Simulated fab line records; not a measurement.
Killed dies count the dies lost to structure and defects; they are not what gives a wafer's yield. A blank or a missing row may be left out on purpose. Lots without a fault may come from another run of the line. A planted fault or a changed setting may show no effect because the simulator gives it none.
Which tool did it? + flow nand-harc + Sampling: 24 lots, 72 wafers, 3 of 1159 route steps

== WHAT THE GAUGES SHOWED, per wafer ==
NHARC_A_CONTACT_OVL_MEAS_70. Usual: overlay-x-nm -0.3 nm, standard deviation 0.78; overlay-y-nm 0.2 nm, standard deviation 1.
| lot  | measured     | on         | overlay-x-nm (nm) | overlay-y-nm (nm) | flag |
|------|--------------|------------|-------------------|-------------------|------|
| L075 | day 16 13:32 | overlay-02 | 0.1 0.0 -0.4      | 0.5 0.5 0.0       |      |
| L074 | day 16 17:36 | overlay-01 | -0.7 -0.3 -0.9    | -0.1 -0.4 -0.5    |      |
| L077 | day 17 05:02 | overlay-02 | 0.4 0.7 1.1       | -1.1 -0.5 -0.6    |      |
| L078 | day 17 05:32 | overlay-01 | -0.7 -1.0 -0.5    | -1.0 -0.8 0.1     |      |
| L079 | day 17 09:24 | overlay-01 | -0.4 -0.8 -1.9    | 0.0 -0.2 -0.1     |      |
| L076 | day 17 11:10 | overlay-02 | 0.5 0.9 0.8       | -0.7 -0.3 -0.3    |      |
| L080 | day 17 13:55 | overlay-01 | 0.1 0.3 0.4       | 0.7 0.9 0.9       |      |
| L081 | day 18 18:59 | overlay-01 | -0.5 -0.6 -0.6    | 0.4 1.0 0.4       |      |
| L082 | day 18 18:35 | overlay-01 | -1.7 -1.4 -0.9    | 1.3 1.5 0.9       |      |
| L084 | day 19 00:38 | overlay-02 | 0.1 0.1 -0.4      | 0.3 0.9 0.3       |      |
| L083 | day 19 04:07 | overlay-02 | -0.7 -0.4 -0.8    | -1.1 -1.0 -1.5    |      |
| L088 | day 19 20:41 | overlay-01 | 0.1 0.4 0.6       | -2.2 -1.9 -1.4    |      |
| L086 | day 19 20:59 | overlay-02 | 0.4 0.1 -0.4      | -0.4 -1.2 -1.3    |      |
| L085 | day 20 00:31 | overlay-02 | -0.5 -0.1 0.0     | 0.3 0.9 0.6       |      |
| L091 | day 20 08:54 | overlay-01 | -0.7 -1.7 -1.3    | 0.3 -0.1 -0.3     |      |
| L090 | day 20 09:40 | overlay-02 | -0.4 -0.8 -0.8    | 0.5 0.3 -0.2      |      |
| L087 | day 20 12:04 | overlay-01 | -0.5 -0.4 -0.6    | 0.4 0.2 0.3       |      |
| L089 | day 20 13:45 | overlay-01 | 0.7 0.8 0.7       | 0.8 0.8 0.9       |      |
| L093 | day 21 02:05 | overlay-01 | -0.8 -1.1 -1.3    | 1.0 1.0 1.4       |      |
| L092 | day 21 22:57 | overlay-02 | -0.3 -0.1 -0.4    | 0.2 1.0 0.6       |      |
| L095 | day 22 02:13 | overlay-01 | 1.5 1.6 0.8       | 2.9 3.0 3.3       |      |
| L096 | day 22 02:20 | overlay-01 | -0.5 -0.2 -0.9    | -0.4 -0.1 -0.9    |      |
| L094 | day 22 12:26 | overlay-02 | 0.5 0.5 -0.5      | 0.0 -0.3 0.0      |      |
| L097 | day 22 14:04 | overlay-02 | -2.0 -1.2 -1.3    | 1.1 1.2 0.9       |      |

== TOOL THAT RAN EACH LOT (tool first, then ch and the chambers of the sampled wafers, then the start) ==
| lot  | NHARC_A_CONTACT_ETCH_113             | NHARC_A_CONTACT_DEP_57        |
|------|--------------------------------------|-------------------------------|
| L075 | har-cap-etch-01 ch 1, day 16 08:19   | acl-dep-01 ch 0, day 16 10:59 |
| L074 | har-cap-etch-01 ch 0,1, day 16 12:22 | acl-dep-03 ch 0, day 16 15:02 |
| L077 | har-cap-etch-03 ch 0,1, day 16 22:43 | acl-dep-03 ch 0, day 17 02:46 |
| L078 | har-cap-etch-02 ch 0,1, day 17 00:16 | acl-dep-01 ch 0, day 17 03:05 |
| L079 | har-cap-etch-03 ch 0,1, day 17 03:52 | acl-dep-03 ch 0, day 17 07:06 |
| L076 | har-cap-etch-02 ch 0,1, day 17 04:26 | acl-dep-02 ch 0, day 17 08:32 |
| L080 | har-cap-etch-02 ch 0,1, day 17 08:28 | acl-dep-01 ch 0, day 17 12:04 |
| L081 | har-cap-etch-02 ch 0,1, day 18 11:11 | acl-dep-03 ch 0, day 18 16:43 |
| L082 | har-cap-etch-01 ch 0,1, day 18 11:51 | acl-dep-02 ch 0, day 18 16:01 |
| L084 | har-cap-etch-03 ch 0,1, day 18 19:02 | acl-dep-01 ch 0, day 18 22:05 |
| L083 | har-cap-etch-03 ch 0,1, day 18 22:37 | acl-dep-02 ch 0, day 19 01:42 |
| L088 | har-cap-etch-02 ch 0,1, day 19 14:04 | acl-dep-02 ch 0, day 19 18:48 |
| L086 | har-cap-etch-01 ch 0,1, day 19 15:08 | acl-dep-03 ch 0, day 19 18:23 |
| L085 | har-cap-etch-03 ch 0,1, day 19 18:25 | acl-dep-03 ch 0, day 19 22:57 |
| L091 | har-cap-etch-02 ch 0,1, day 20 03:37 | acl-dep-02 ch 0, day 20 06:29 |
| L090 | har-cap-etch-01 ch 0,1, day 20 04:09 | acl-dep-01 ch 0, day 20 07:58 |
| L087 | har-cap-etch-01 ch 1, day 20 06:47   | acl-dep-03 ch 0, day 20 09:30 |
| L089 | har-cap-etch-03 ch 0,1, day 20 08:40 | acl-dep-01 ch 0, day 20 11:19 |
| L093 | har-cap-etch-02 ch 0,1, day 20 17:58 | acl-dep-02 ch 0, day 20 23:40 |
| L092 | har-cap-etch-03 ch 0,1, day 21 17:10 | acl-dep-02 ch 0, day 21 20:43 |
| L095 | har-cap-etch-01 ch 0,1, day 21 21:01 | acl-dep-03 ch 0, day 21 23:45 |
| L096 | har-cap-etch-02 ch 0,1, day 21 21:12 | acl-dep-02 ch 0, day 22 00:11 |
| L094 | har-cap-etch-03 ch 0,1, day 22 06:28 | acl-dep-03 ch 0, day 22 10:34 |
| L097 | har-cap-etch-02 ch 1, day 22 08:23   | acl-dep-02 ch 0, day 22 11:38 |
- NHARC_A_CONTACT_ETCH_113: etches the open film in C4F8/O2/Ar, time 94 s, target depth 922 nm.
- NHARC_A_CONTACT_DEP_57: deposits aC, target thk 2800 nm.

== WHAT THE TOOLS THEMSELVES READ (means of the sampled wafers that have a number; where no wafer has one, the mark that the record gives instead) ==
NHARC_A_CONTACT_ETCH_113. Usual: oes-air-line-au reads 0.997 a.u. (standard deviation 0.018).
| lot  | tool            | oes-air-line-au (a.u.) | flag |
|------|-----------------|------------------------|------|
| L075 | har-cap-etch-01 | 0.980                  |      |
| L074 | har-cap-etch-01 | 0.995                  |      |
| L077 | har-cap-etch-03 | 0.993                  |      |
| L078 | har-cap-etch-02 | 1.000                  |      |
| L079 | har-cap-etch-03 | 0.986                  |      |
| L076 | har-cap-etch-02 | 1.006                  |      |
| L080 | har-cap-etch-02 | 0.984                  |      |
| L081 | har-cap-etch-02 | 1.002                  |      |
| L082 | har-cap-etch-01 | 0.980                  |      |
| L084 | har-cap-etch-03 | 1.008                  |      |
| L083 | har-cap-etch-03 | 1.016                  |      |
| L088 | har-cap-etch-02 | 0.993                  |      |
| L086 | har-cap-etch-01 | 1.007                  |      |
| L085 | har-cap-etch-03 | 0.979                  |      |
| L091 | har-cap-etch-02 | 0.994                  |      |
| L090 | har-cap-etch-01 | 0.995                  |      |
| L087 | har-cap-etch-01 | 1.003                  |      |
| L089 | har-cap-etch-03 | 0.987                  |      |
| L093 | har-cap-etch-02 | 0.995                  |      |
| L092 | har-cap-etch-03 | 1.001                  |      |
| L095 | har-cap-etch-01 | 0.997                  |      |
| L096 | har-cap-etch-02 | 1.026                  |      |
| L094 | har-cap-etch-03 | 0.984                  |      |
| L097 | har-cap-etch-02 | 0.994                  |      |

NHARC_A_CONTACT_DEP_57. Usual: throttle-valve-pct reads 35.001 % (standard deviation 0.0095).
| lot  | tool       | throttle-valve-pct (%) | flag |
|------|------------|------------------------|------|
| L075 | acl-dep-01 | 35.000                 |      |
| L074 | acl-dep-03 | 35.008                 |      |
| L077 | acl-dep-03 | 35.007                 |      |
| L078 | acl-dep-01 | 34.991                 |      |
| L079 | acl-dep-03 | 35.004                 |      |
| L076 | acl-dep-02 | 35.005                 |      |
| L080 | acl-dep-01 | 35.001                 |      |
| L081 | acl-dep-03 | 34.997                 |      |
| L082 | acl-dep-02 | 34.988                 |      |
| L084 | acl-dep-01 | 35.002                 |      |
| L083 | acl-dep-02 | 35.007                 |      |
| L088 | acl-dep-02 | 35.006                 |      |
| L086 | acl-dep-03 | 34.996                 |      |
| L085 | acl-dep-03 | 35.008                 |      |
| L091 | acl-dep-02 | 35.000                 |      |
| L090 | acl-dep-01 | 35.004                 |      |
| L087 | acl-dep-03 | 35.002                 |      |
| L089 | acl-dep-01 | 35.004                 |      |
| L093 | acl-dep-02 | 34.995                 |      |
| L092 | acl-dep-02 | 35.007                 |      |
| L095 | acl-dep-03 | 34.989                 |      |
| L096 | acl-dep-02 | 34.998                 |      |
| L094 | acl-dep-03 | 35.003                 |      |
| L097 | acl-dep-02 | 34.991                 |      |

== THE ANSWER, worked out from the rows above alone ==
Rule: lot off if the mean of its wafers having a number is beyond 3 standard deviations from the usual mean. A lot without any number at a reading at which 4 lots or more have one is off too. All remaining lots with rows at the step are treated as sound. First the gauges in route order, then the tools' own readings, where a lot's mean is used as printed above. At the first step where some lot is off, the reading lying furthest off is the one used; lots without a number count as furthest.
No lot is off at any reading shown: from this, nothing can be told.

== WHAT HAD BEEN PUT IN BY THE SIMULATOR ==
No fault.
